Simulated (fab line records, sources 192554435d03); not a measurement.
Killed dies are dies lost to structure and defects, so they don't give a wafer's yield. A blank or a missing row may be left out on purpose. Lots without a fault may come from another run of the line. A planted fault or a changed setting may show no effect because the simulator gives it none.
Chamber matching | flow n5_finfet | N5_BEOL_M1_VIA_ETCH_34 on rie_diel-01: 3 sister chambers
The step etches the open film in C4F6/O2, target depth 67.8 nm, time 64.4 s. 3 wafers are shown with their chamber, then 11 later ones without.

WAFERS WITH THEIR CHAMBER
wafer  | chamber | drypump_motor_current_A (A)
L088.4 | 3       | 6.0
L088.5 | 1       | 6.4
L088.6 | 2       | 5.1

WAFERS WITHOUT THEIR CHAMBER
wafer  | drypump_motor_current_A (A)
L093.1 | 6.0
L093.2 | 5.1
L093.5 | 6.4
L094.1 | 5.2
L094.2 | 6.3
L094.4 | 6.0
L097.1 | 5.2
L097.3 | 6.0
L097.4 | 6.4
L097.5 | 6.3
L097.6 | 5.1

WHICH CHAMBER EACH WENT THROUGH
wafer  | from the rows above | in truth
L093.1 | 3                   | 3
L093.2 | 2                   | 2
L093.5 | 1                   | 1
L094.1 | 2                   | 2
L094.2 | 1                   | 1
L094.4 | 3                   | 3
L097.1 | 2                   | 2
L097.3 | 3                   | 3
L097.4 | 1                   | 1
L097.5 | 1                   | 1
L097.6 | 2                   | 2
Placed correctly: 11 of 11. Can't be placed from these rows: 0. Placed wrongly: 0.
How it was worked out, from the rows above alone: a wafer's distance from a chamber is the root of the sum, over the readings, of the square of ((its reading less the chamber's mean) divided by the reading's scatter). The wafer belongs to the nearest chamber; if the next one is less than 2 further off, it can't be placed. A chamber's mean is the mean of its shown wafers. The scatter: with one shown wafer a chamber, the root of the mean of the squares of how far each hidden wafer lies from its nearest shown one.
